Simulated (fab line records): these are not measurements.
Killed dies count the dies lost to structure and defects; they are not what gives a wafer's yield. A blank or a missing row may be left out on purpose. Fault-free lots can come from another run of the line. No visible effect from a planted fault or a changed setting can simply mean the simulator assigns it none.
fab line records	flow n5-finfet	part 1 of 2: steps 1 to 4 of 6
record lots=22	wafers=66	last-day=18
route steps=1938 shown SD_EPI_P@307 SD_ACTIVATION@332 SDB@361 HKMG_FIN@386
lots that met no fault: from a run of the same line without faults
start-h: the number of hours between the record's first day and the start of the first shown wafer of the lot	wait-h: hours since the lot's step before	" same as the row above	L1.1+2: a single row standing in for several wafers	- either no value or no given start	* or withheld: withheld	< > ~ a bound
route shown NAME@n: NAME is a module with steps in the file, n the number in the route of the first one	usual: mean and standard deviation over wafers with no fault	same: alike in all rows	chamber/n: place in a boat	sites: the reading at each site	_std_site: their standard deviation	_edge_site: mean of outer sites minus mean of inner sites	radius-mm: how far each site lies from the wafer's centre	mask NAME#n: copy n	behind: the most recent tool/chamber to have shaped the wafer	hold: reason for holding the lot/hours on hold/outcome of the hold	device: transistor that didn't switch, given as n, p or np	end of line: tests of these same wafers at the route's end	where a step has no rows: the recipe by itself	killed: dies that structure and defects cost at the first sort, which is not the same as the wafer's yield	map: a wafer's dies, marking killed ones x, the rest . and places with no die _
set.NAME: setting as actually run; set.NAME@STEP: the setting as run at that earlier step	model.NAME: the simulator's own value behind a step, which no gauge read
steps of the route over a sample of lots; a table a step, a row a wafer
services: a tool's chamber out of use, with start hour (start-h, from the record's first day; less than 0 if before it), hours out, and reason
## steps
# step N5_SD_EPI_P_ETCH_36
# recipe chemistry=CF4	target=SiARC	target-depth-a=455	mask-material=CAR-ArF-block	time-s=75.8	ion-energy-ev=80	pressure-mtorr=40	source-w=545	bias-w=36	Ar_flow_sccm=100	cf4-flow-sccm=100	ends=cleared
# usual drypump-motor-current-A=5.8/0.41	etch-rf-on-time-s=75.7/2	oes-product-au=0.67/0.068	rf-vpp-V=183.9/1.2	showerhead-plenum-p-Torr=2.13/0.075	throttle-valve-pct=15.67/0.2
lot.wafer	tool	chamber	start-h	wait-h	drypump-motor-current-A	etch-rf-on-time-s	oes-product-au	rf-hours-counter-h	rf-vpp-V	showerhead-plenum-p-Torr	throttle-valve-pct
L074.3	rie-diel-02	3	55.61	0.0	5.5	77.4	0.65	117	184.4	2.15	15.56
L074.4	"	0	"	"	5.0	75.6	0.70	106	181.7	2.00	15.64
L074.5	"	3	"	"	5.4	77.8	0.64	-	184.5	2.15	15.59
L075.2	rie-diel-03	0	59.20	0.0	5.4	74.8	0.65	145	184.1	2.16	15.97
L075.3	"	1	"	"	5.8	71.3	0.62	224	184.8	2.20	15.82
L075.5	"	2	"	"	5.7	73.4	0.80	-	185.7	2.18	15.49
L076.1	rie-diel-03	0	66.73	0.0	5.4	75.4	0.65	147	184.3	2.15	15.98
L076.2	"	2	"	"	5.7	75.0	0.79	19	185.1	2.18	15.49
L076.4	"	1	"	"	5.8	72.7	0.61	227	184.0	2.20	15.84
L077.4	rie-diel-03	2	72.89	0.0	5.7	74.0	0.79	21	184.6	2.18	15.50
L077.5	"	1	"	"	5.8	72.9	0.61	-	184.2	2.20	15.83
L077.6	"	0	"	"	5.4	75.2	0.64	-	184.2	2.15	15.99
L078.2	rie-diel-02	2	76.96	0.0	5.8	76.8	0.61	189	184.1	2.13	15.54
L078.3	"	0	"	"	5.0	74.4	0.70	113	182.8	1.99	15.68
L078.6	"	2	"	"	5.7	77.0	0.60	-	182.9	2.13	15.54
L079.2	rie-diel-03	1	85.47	0.0	5.8	72.0	0.61	234	186.1	2.20	15.85
L079.3	"	3	"	"	6.3	74.6	0.73	72	185.2	2.26	15.62
L079.4	"	0	"	"	5.4	74.1	0.65	155	184.1	2.15	16.00
L080.2	rie-diel-02	3	89.46	0.0	5.5	75.9	0.64	133	183.4	2.15	15.62
L080.4	"	3	"	"	5.5	75.7	0.65	-	183.6	2.15	15.60
L080.5	"	0	"	"	5.0	74.3	0.70	-	183.1	1.99	15.69
L081.2	rie-diel-04	1	99.68	0.0	6.1	73.2	0.72	70	183.8	2.17	15.47
L081.5	"	0	"	"	6.3	77.4	0.69	-	182.5	2.02	15.71
L081.6	"	3	"	"	6.0	75.6	0.61	-	184.1	2.11	15.86
L082.1	rie-diel-04	1	104.46	0.0	6.2	73.8	0.72	72	185.7	2.17	15.49
L082.2	"	2	"	"	5.5	78.7	0.57	232	184.3	2.21	15.89
L082.6	"	1	"	"	6.2	73.1	0.72	-	183.7	2.17	15.49
L083.4	rie-diel-04	1	107.40	0.0	6.2	71.9	0.73	73	183.6	2.17	15.50
L083.5	"	2	"	"	5.5	77.3	0.58	-	186.9	2.21	15.89
L083.6	"	3	"	"	6.0	74.7	0.61	-	183.5	2.11	15.86
L085.1	rie-diel-04	3	120.68	0.0	6.0	75.3	0.60	245	182.4	2.11	15.88
L085.4	"	1	"	"	6.2	72.8	0.71	76	185.4	2.17	15.50
L085.5	"	1	"	"	6.2	72.4	0.71	-	185.1	2.17	15.49
L086.1	rie-diel-04	0	126.99	0.0	6.3	77.7	0.68	93	182.1	2.01	15.71
L086.4	"	3	"	"	6.0	76.4	0.61	247	184.2	2.10	15.87
L086.6	"	3	"	"	6.0	76.6	0.60	-	182.7	2.11	15.88
L088.1	rie-diel-04	0	137.25	0.0	6.3	78.3	0.68	96	182.2	2.01	15.74
L088.3	"	2	"	"	5.5	79.4	0.57	241	184.7	2.21	15.91
L088.4	"	1	"	"	6.2	73.7	0.71	-	183.7	2.17	15.49
L089.4	rie-diel-04	1	144.54	0.0	6.2	72.2	0.72	-	185.3	2.17	15.52
L089.5	"	2	"	"	5.5	78.1	0.56	-	186.0	2.20	15.92
L089.6	"	0	"	"	6.3	76.4	0.68	-	182.2	2.01	15.74
L090.1	rie-diel-04	2	150.56	0.0	5.5	79.4	0.56	246	185.2	2.20	15.92
L090.2	"	1	"	"	6.2	73.2	0.71	87	185.8	2.17	15.53
L090.3	"	0	"	"	6.4	78.1	0.67	102	182.4	2.01	15.75
L091.1	rie-diel-04	1	154.65	0.0	6.2	73.1	0.71	88	184.1	2.17	15.52
L091.3	"	2	"	"	5.5	79.5	0.56	248	185.1	2.20	15.92
L091.6	"	0	"	"	6.3	77.9	0.67	-	181.7	2.01	15.73
L092.1	rie-diel-02	0	164.72	0.0	5.0	76.2	0.67	142	181.9	1.99	15.72
L092.4	"	2	"	"	5.8	76.6	0.59	220	183.3	2.12	15.60
L092.5	"	1	"	"	5.2	74.9	0.77	-	183.8	2.10	15.19
L093.1	rie-diel-03	3	171.05	0.0	6.3	75.4	0.70	100	185.8	2.25	15.66
L093.4	"	3	"	"	6.3	75.8	0.70	-	185.1	2.25	15.68
L093.6	"	0	"	"	5.4	76.2	0.62	-	183.3	2.14	16.07
L094.2	rie-diel-02	0	174.86	0.0	5.0	75.7	0.67	145	180.4	1.98	15.71
L094.3	"	3	"	"	5.4	76.9	0.62	158	185.2	2.14	15.65
L094.6	"	1	"	"	5.2	75.1	0.77	-	183.0	2.10	15.19
L095.2	rie-diel-04	3	185.19	0.0	6.0	74.3	0.82	9	184.2	2.10	15.41
L095.4	"	1	"	"	6.2	74.2	0.69	-	184.3	2.16	15.56
L095.5	"	0	"	"	6.4	78.5	0.65	-	181.7	2.01	15.76
L096.3	rie-diel-03	1	192.95	0.0	5.8	73.4	0.82	6	185.0	2.19	15.40
L096.4	"	3	"	"	6.3	75.6	0.69	107	184.3	2.25	15.69
L096.6	"	1	"	"	5.8	73.1	0.82	-	184.7	2.19	15.38
L097.2	rie-diel-02	1	193.83	0.0	5.2	74.2	0.77	29	183.6	2.09	15.18
L097.3	"	2	"	"	5.8	76.6	0.58	229	184.9	2.12	15.60
L097.5	"	0	"	"	5.0	75.7	0.67	-	183.3	1.98	15.73
# step N5_SD_EPI_P_ETCH_16
# recipe chemistry=CHF3/O2	target=SiO2	target-depth-a=50	mask-material=SOC	pressure-mtorr=30	source-w=650	bias-w=170	Ar_flow_sccm=200	CHF3_flow_sccm=50	O2_flow_sccm=5	ion-energy-ev=200
# usual drypump-motor-current-A=5.8/0.41	oes-product-au=0.78/0.077	rf-vpp-V=521/9.2	showerhead-plenum-p-Torr=2.40/0.087	throttle-valve-pct=18.95/0.18
lot.wafer	tool	chamber	start-h	wait-h	drypump-motor-current-A	oes-product-au	rf-hours-counter-h	rf-vpp-V	showerhead-plenum-p-Torr	throttle-valve-pct
L074.3	rie-diel-02	3	56.19	0.1	5.5	0.78	118	541	2.42	18.83
L074.4	"	0	"	"	5.0	0.82	106	513	2.25	18.95
L074.5	"	3	"	"	5.5	0.77	-	540	2.42	18.84
L075.2	rie-diel-03	0	59.78	0.1	5.4	0.76	145	523	2.42	19.27
L075.3	"	1	"	"	5.8	0.71	224	518	2.49	19.18
L075.5	"	2	"	"	5.7	0.93	-	516	2.45	18.77
L076.1	rie-diel-03	0	67.31	0.1	5.4	0.76	147	523	2.42	19.26
L076.2	"	2	"	"	5.7	0.92	19	516	2.45	18.76
L076.4	"	1	"	"	5.8	0.71	227	519	2.49	19.17
L077.4	rie-diel-03	2	73.47	0.1	5.7	0.91	21	516	2.45	18.79
L077.5	"	1	"	"	5.8	0.70	-	519	2.49	19.17
L077.6	"	0	"	"	5.4	0.76	-	523	2.41	19.28
L078.2	rie-diel-02	2	77.55	0.1	5.8	0.71	189	533	2.40	18.81
L078.3	"	0	"	"	5.0	0.81	114	510	2.24	18.95
L078.6	"	2	"	"	5.8	0.71	-	531	2.40	18.78
L079.2	rie-diel-03	1	86.05	0.1	5.8	0.71	234	519	2.48	19.19
L079.3	"	3	"	"	6.3	0.85	73	510	2.55	18.96
L079.4	"	0	"	"	5.4	0.76	155	524	2.41	19.28
L080.2	rie-diel-02	3	90.04	0.1	5.5	0.76	133	541	2.41	18.87
L080.4	"	3	"	"	5.5	0.75	-	541	2.41	18.87
L080.5	"	0	"	"	5.0	0.81	-	513	2.24	18.98
L081.2	rie-diel-04	1	100.26	0.1	6.2	0.83	70	514	2.44	18.78
L081.5	"	0	"	"	6.3	0.82	-	530	2.26	18.98
L081.6	"	3	"	"	6.0	0.71	-	522	2.38	19.18
L082.1	rie-diel-04	1	105.04	0.1	6.2	0.83	72	515	2.44	18.76
L082.2	"	2	"	"	5.5	0.68	232	515	2.48	19.09
L082.6	"	1	"	"	6.2	0.84	-	515	2.44	18.76
L083.4	rie-diel-04	1	107.98	0.1	6.2	0.84	73	516	2.44	18.78
L083.5	"	2	"	"	5.5	0.67	-	516	2.48	19.10
L083.6	"	3	"	"	6.0	0.71	-	524	2.38	19.18
L085.1	rie-diel-04	3	121.26	0.1	6.1	0.71	246	522	2.38	19.20
L085.4	"	1	"	"	6.2	0.82	76	513	2.44	18.78
L085.5	"	1	"	"	6.2	0.83	-	515	2.44	18.78
L086.1	rie-diel-04	0	127.57	0.1	6.3	0.80	93	530	2.26	19.00
L086.4	"	3	"	"	6.1	0.71	247	524	2.38	19.20
L086.6	"	3	"	"	6.0	0.70	-	523	2.38	19.19
L088.1	rie-diel-04	0	137.83	0.1	6.3	0.80	97	530	2.26	19.00
L088.3	"	2	"	"	5.5	0.66	241	514	2.47	19.08
L088.4	"	1	"	"	6.2	0.82	-	515	2.43	18.78
L089.4	rie-diel-04	1	145.11	0.0	6.2	0.83	-	516	2.43	18.76
L089.5	"	2	"	"	5.5	0.66	-	515	2.47	19.09
L089.6	"	0	"	"	6.3	0.79	-	529	2.25	19.01
L090.1	rie-diel-04	2	151.14	0.1	5.5	0.65	247	516	2.47	19.11
L090.2	"	1	"	"	6.2	0.81	87	516	2.43	18.79
L090.3	"	0	"	"	6.4	0.79	102	530	2.25	19.00
L091.1	rie-diel-04	1	155.23	0.1	6.2	0.82	89	514	2.43	18.80
L091.3	"	2	"	"	5.5	0.66	248	515	2.47	19.11
L091.6	"	0	"	"	6.4	0.79	-	531	2.25	19.00
L092.1	rie-diel-02	0	165.30	0.1	5.0	0.78	142	511	2.23	19.01
L092.4	"	2	"	"	5.7	0.69	220	532	2.39	18.84
L092.5	"	1	"	"	5.2	0.91	-	516	2.37	18.53
L093.1	rie-diel-03	3	171.64	0.1	6.3	0.81	101	512	2.54	19.01
L093.4	"	3	"	"	6.3	0.81	-	509	2.54	19.00
L093.6	"	0	"	"	5.4	0.72	-	523	2.40	19.31
L094.2	rie-diel-02	0	175.44	0.1	5.0	0.78	145	510	2.23	19.00
L094.3	"	3	"	"	5.4	0.74	158	542	2.40	18.92
L094.6	"	1	"	"	5.2	0.91	-	517	2.36	18.53
L095.2	rie-diel-04	3	185.77	0.1	6.0	0.96	9	524	2.37	18.81
L095.4	"	1	"	"	6.2	0.81	-	515	2.43	18.80
L095.5	"	0	"	"	6.4	0.77	-	529	2.25	19.04
L096.3	rie-diel-03	1	193.53	0.1	5.8	0.95	6	505	2.47	18.77
L096.4	"	3	"	"	6.3	0.80	107	511	2.54	19.00
L096.6	"	1	"	"	5.8	0.95	-	504	2.48	18.79
L097.2	rie-diel-02	1	194.41	0.1	5.2	0.90	29	516	2.36	18.52
L097.3	"	2	"	"	5.8	0.68	229	531	2.38	18.84
L097.5	"	0	"	"	5.0	0.77	-	510	2.23	19.02
# step N5_SD_ACTIVATION_RS_MEAS_03
# recipe thk-meas-gauge=four-point-probe
# usual RS_SD_N=21.94/0.26	RS_SD_P=56.4/0.97
lot.wafer	tool	chamber	start-h	wait-h	RS_SD_N[ohm/sq]	RS_SD_P[ohm/sq]
L074.3	film-metro-02	-	59.76	0.2	21.61	54.5
L074.4	"	-	"	"	21.50	55.5
L074.5	"	-	"	"	21.54	54.6
L075.2	film-metro-02	-	63.35	0.2	21.93	55.5
L075.3	"	-	"	"	21.85	56.3
L075.5	"	-	"	"	21.68	56.7
L076.1	film-metro-01	-	70.87	0.2	21.67	56.0
L076.2	"	-	"	"	21.77	56.1
L076.4	"	-	"	"	22.01	56.5
L077.4	film-metro-01	-	77.92	0.1	21.83	57.8
L077.5	"	-	"	"	21.86	57.3
L077.6	"	-	"	"	21.91	57.3
L078.2	film-metro-02	-	81.44	0.2	21.67	55.3
L078.3	"	-	"	"	21.88	55.4
L078.6	"	-	"	"	21.95	55.8
L079.2	film-metro-02	-	89.63	0.2	21.86	57.1
L079.3	"	-	"	"	21.97	55.6
L079.4	"	-	"	"	21.93	56.1
L080.2	film-metro-01	-	93.59	0.2	21.84	57.0
L080.4	"	-	"	"	22.51	57.7
L080.5	"	-	"	"	21.98	57.0
L081.2	film-metro-01	-	104.01	0.2	21.60	58.6
L081.5	"	-	"	"	21.73	58.2
L081.6	"	-	"	"	21.57	58.6
L082.1	film-metro-02	-	108.59	0.2	21.87	57.1
L082.2	"	-	"	"	21.86	57.2
L082.6	"	-	"	"	21.94	58.1
L083.4	film-metro-02	-	111.72	0.1	22.38	55.2
L083.5	"	-	"	"	22.21	55.1
L083.6	"	-	"	"	22.03	54.4
L085.1	film-metro-02	-	125.23	0.2	21.56	56.6
L085.4	"	-	"	"	21.87	56.6
L085.5	"	-	"	"	21.92	56.0
L086.1	film-metro-01	-	131.11	0.2	21.99	57.2
L086.4	"	-	"	"	22.04	58.4
L086.6	"	-	"	"	22.08	57.5
L088.1	film-metro-01	-	141.38	0.2	22.00	57.0
L088.3	"	-	"	"	21.81	58.2
L088.4	"	-	"	"	22.30	57.1
L089.4	film-metro-01	-	148.80	0.1	21.84	55.4
L089.5	"	-	"	"	21.69	55.9
L089.6	"	-	"	"	21.76	56.0
L090.1	film-metro-01	-	154.86	0.2	22.42	57.3
L090.2	"	-	"	"	22.50	57.1
L090.3	"	-	"	"	22.21	57.4
L091.1	film-metro-01	-	158.79	0.2	21.94	56.3
L091.3	"	-	"	"	22.14	56.3
L091.6	"	-	"	"	21.85	56.3
L092.1	film-metro-02	-	168.84	0.2	21.83	56.0
L092.4	"	-	"	"	22.36	55.5
L092.5	"	-	"	"	21.98	56.2
L093.1	film-metro-01	-	175.17	0.2	22.31	55.0
L093.4	"	-	"	"	22.06	55.0
L093.6	"	-	"	"	22.25	55.0
L094.2	film-metro-02	-	179.02	0.2	21.51	55.5
L094.3	"	-	"	"	21.64	56.1
L094.6	"	-	"	"	21.35	55.7
L095.2	film-metro-01	-	189.36	0.2	22.05	56.5
L095.4	"	-	"	"	21.97	56.3
L095.5	"	-	"	"	22.08	57.4
L096.3	film-metro-01	-	197.95	0.2	22.05	56.7
L096.4	"	-	"	"	21.90	56.0
L096.6	"	-	"	"	22.18	56.2
L097.2	film-metro-01	-	198.81	0.2	21.79	55.2
L097.3	"	-	"	"	21.89	55.2
L097.5	"	-	"	"	21.91	55.1
# step N5_SDB_ETCH_18
# recipe chemistry=N2/H2	target=SOC	target-depth-a=1000	overetch-a=200	mask-material=SiARC	temp-c=40	time-s=150	ion-energy-ev=200	pressure-mtorr=30	source-w=840	bias-w=150	n2-flow-sccm=200	h2-flow-sccm=200
# usual drypump-motor-current-A=5.7/0.39	oes-product-au=0.74/0.081	rf-vpp-V=524.4/2	showerhead-plenum-p-Torr=2.56/0.072	throttle-valve-pct=17.80/0.19
lot.wafer	tool	chamber	start-h	wait-h	drypump-motor-current-A	oes-product-au	rf-hours-counter-h	rf-vpp-V	showerhead-plenum-p-Torr	throttle-valve-pct
L074.3	rie-diel-01	2	66.84	0.0	4.9	0.62	246	526.4	2.61	17.95
L074.4	"	0	"	"	5.4	0.84	21	526.3	2.58	17.51
L074.5	"	1	"	"	6.1	0.80	-	524.7	2.57	17.65
L075.2	rie-diel-06	0	70.44	0.0	5.4	0.69	131	525.1	2.57	18.10
L075.3	"	1	"	"	6.2	0.66	177	520.6	2.42	17.92
L075.5	"	2	"	"	5.3	0.82	-	527.8	2.71	17.61
L076.1	rie-diel-01	0	77.98	0.0	5.4	0.83	26	526.5	2.58	17.53
L076.2	"	1	"	"	6.1	0.80	39	524.1	2.57	17.64
L076.4	"	2	"	"	4.9	0.61	250	525.6	2.61	17.96
L077.4	rie-diel-05	3	85.51	0.0	6.3	0.63	208	526.2	2.64	18.02
L077.5	"	2	"	"	5.8	0.84	-	522.2	2.49	17.76
L077.6	"	1	"	"	5.9	0.87	-	521.4	2.48	17.76
L078.2	rie-diel-05	1	88.78	0.0	5.9	0.87	3	522.1	2.48	17.77
L078.3	"	2	"	"	5.8	0.84	13	523.7	2.49	17.78
L078.6	"	3	"	"	6.2	0.63	-	525.3	2.64	18.03
L079.2	rie-diel-05	0	97.16	0.0	5.8	0.74	66	524.2	2.60	17.55
L079.3	"	1	"	"	5.9	0.87	4	523.3	2.48	17.77
L079.4	"	2	"	"	5.8	0.84	16	522.2	2.49	17.77
L080.2	rie-diel-06	2	101.38	0.0	5.3	0.80	29	529.4	2.70	17.62
L080.4	"	2	"	"	5.3	0.79	-	529.5	2.70	17.62
L080.5	"	1	"	"	6.2	0.65	-	520.0	2.41	17.92
L081.2	rie-diel-06	0	112.54	0.0	5.3	0.68	145	523.4	2.56	18.11
L081.5	"	3	"	"	5.1	0.63	-	526.1	2.60	17.96
L081.6	"	0	"	"	5.4	0.68	-	523.8	2.56	18.13
L082.1	rie-diel-01	3	115.96	0.0	5.6	0.63	197	526.2	2.63	17.98
L082.2	"	2	"	"	4.9	0.88	4	525.7	2.61	17.58
L082.6	"	1	"	"	6.1	0.78	-	524.8	2.56	17.67
L083.4	rie-diel-06	1	118.94	0.0	6.2	0.66	194	521.4	2.41	17.92
L083.5	"	0	"	"	5.3	0.67	-	524.0	2.56	18.12
L083.6	"	3	"	"	5.1	0.63	-	525.3	2.60	17.98
L085.1	rie-diel-01	2	132.98	0.0	4.9	0.86	8	524.6	2.61	17.59
L085.4	"	3	"	"	5.6	0.62	204	526.4	2.62	18.00
L085.5	"	1	"	"	6.1	0.76	-	524.7	2.56	17.68
L086.1	rie-diel-01	0	140.01	0.0	5.4	0.79	48	524.6	2.57	17.57
L086.4	"	3	"	"	5.6	0.62	207	526.5	2.62	18.00
L086.6	"	1	"	"	6.1	0.77	-	524.6	2.56	17.70
L088.1	rie-diel-05	3	148.69	0.0	6.3	0.61	234	525.4	2.63	18.07
L088.3	"	2	"	"	5.8	0.80	38	522.0	2.48	17.81
L088.4	"	1	"	"	5.9	0.81	26	522.9	2.47	17.82
L089.4	rie-diel-05	2	156.12	0.0	5.8	0.79	42	522.6	2.48	17.81
L089.5	"	2	"	"	5.8	0.79	-	522.7	2.48	17.81
L089.6	"	1	"	"	5.9	0.81	-	521.3	2.47	17.81
L090.1	rie-diel-05	3	162.09	0.0	6.3	0.61	240	525.3	2.63	18.09
L090.2	"	2	"	"	5.7	0.79	43	522.4	2.48	17.81
L090.3	"	1	"	"	5.9	0.81	31	522.2	2.47	17.81
L091.1	rie-diel-05	1	166.08	0.0	5.9	0.81	32	522.9	2.47	17.83
L091.3	"	2	"	"	5.8	0.79	44	523.0	2.48	17.82
L091.6	"	1	"	"	5.9	0.80	-	520.8	2.47	17.82
L092.1	rie-diel-01	0	176.31	0.0	5.4	0.77	64	524.2	2.56	17.58
L092.4	"	2	"	"	4.9	0.82	27	525.9	2.60	17.61
L092.5	"	0	"	"	5.4	0.77	-	525.1	2.56	17.59
L093.1	rie-diel-05	1	182.35	0.0	5.9	0.80	37	521.0	2.47	17.84
L093.4	"	0	"	"	5.7	0.70	98	525.0	2.58	17.60
L093.6	"	1	"	"	5.9	0.80	-	521.9	2.47	17.85
L094.2	rie-diel-01	0	187.43	0.0	5.4	0.77	67	523.9	2.56	17.60
L094.3	"	3	"	"	5.6	0.62	225	527.2	2.61	18.03
L094.6	"	2	"	"	4.9	0.81	-	526.3	2.60	17.61
L095.2	rie-diel-05	0	196.59	0.0	5.7	0.71	103	523.6	2.58	17.61
L095.4	"	2	"	"	5.8	0.77	-	521.6	2.47	17.85
L095.5	"	0	"	"	5.7	0.71	-	524.4	2.58	17.60
L097.2	rie-diel-05	2	206.09	0.0	5.8	0.77	58	521.8	2.47	17.86
L097.3	"	1	"	"	5.9	0.79	46	520.8	2.46	17.86
L097.5	"	0	"	"	5.7	0.70	-	524.8	2.58	17.63
L096.3	rie-diel-06	3	207.24	0.0	5.1	0.85	6	525.9	2.59	17.61
L096.4	"	2	"	"	5.3	0.76	62	527.2	2.69	17.65
L096.6	"	0	"	"	5.3	0.67	-	523.8	2.55	18.17
